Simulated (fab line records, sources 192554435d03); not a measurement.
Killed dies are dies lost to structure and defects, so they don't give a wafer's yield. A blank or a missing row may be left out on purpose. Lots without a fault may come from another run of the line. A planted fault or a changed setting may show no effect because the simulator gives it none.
Chamber matching | flow n5_finfet | N5_BEOL_M2_DEP_57 on pecvd-02: 3 sister chambers
The step deposits SiCN from 3MS/NH3, target thk 8 nm, time 14 s. 14 wafers are shown with their chamber, then 7 later ones without.

WAFERS WITH THEIR CHAMBER
wafer  | chamber | throttle_valve_pct (%) | showerhead_plenum_p_Torr (Torr) | chamber_pressure_Torr (Torr)
L075.1 | 1       | 9.5                    | 3.670                           | 3.010
L075.4 | 1       | 9.2                    | 3.678                           | 3.007
L075.6 | 2       | 9.9                    | 3.654                           | 3.011
L078.1 | 1       | 9.1                    | 3.681                           | 2.998
L078.3 | 0       | 8.4                    | 3.647                           | 2.993
L078.6 | 1       | 9.5                    | 3.673                           | 3.001
L080.1 | 2       | 9.9                    | 3.649                           | 3.006
L080.3 | 0       | 8.4                    | 3.645                           | 2.993
L080.4 | 1       | 9.1                    | 3.666                           | 3.009
L083.1 | 0       | 8.3                    | 3.633                           | 3.009
L083.2 | 1       | 9.1                    | 3.670                           | 3.008
L083.3 | 0       | 8.5                    | 3.643                           | 3.006
L092.2 | 2       | 9.2                    | 3.639                           | 3.002
L092.3 | 0       | 8.5                    | 3.643                           | 2.998

SIGNATURES (means of the wafers above)
reading                  | chamber 0 | chamber 1 | chamber 2 | scatter within a chamber
throttle_valve_pct       | 8.420     | 9.250     | 9.667     | 0.224
showerhead_plenum_p_Torr | 3.64220   | 3.67300   | 3.64733   | 0.00595
chamber_pressure_Torr    | 2.99980   | 3.00550   | 3.00633   | 0.00585
Rule: a wafer's distance from a chamber is the root of the sum, over the readings, of the square of ((its reading less the chamber's mean) divided by the reading's scatter). The wafer belongs to the nearest chamber; if the next one is less than 2 further off, it can't be placed. The scatter: the root of (the sum of the squares of (reading less its chamber's mean) over the shown wafers, divided by (wafers less chambers)).

WAFERS WITHOUT THEIR CHAMBER
wafer  | throttle_valve_pct (%) | showerhead_plenum_p_Torr (Torr) | chamber_pressure_Torr (Torr)
L092.6 | 8.9                    | 3.636                           | 3.000
L094.3 | 9.0                    | 3.640                           | 3.001
L094.5 | 9.0                    | 3.654                           | 3.010
L094.6 | 9.3                    | 3.682                           | 2.992
L095.2 | 8.6                    | 3.648                           | 3.005
L095.4 | 9.3                    | 3.679                           | 3.000
L095.5 | 9.1                    | 3.642                           | 3.006

WHICH CHAMBER EACH WENT THROUGH
wafer  | from the rows above          | in truth
L092.6 | can't be placed: 0 or 2      | 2
L094.3 | can't be placed: 0 or 2      | 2
L094.5 | can't be placed: 2 or 1 or 0 | 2
L094.6 | 1                            | 1
L095.2 | 0                            | 0
L095.4 | 1                            | 1
L095.5 | can't be placed: 2 or 0      | 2
Placed correctly: 3 of 7. Can't be placed from these rows: 4 (the true chamber is among the candidates in 4). Placed wrongly: 0.
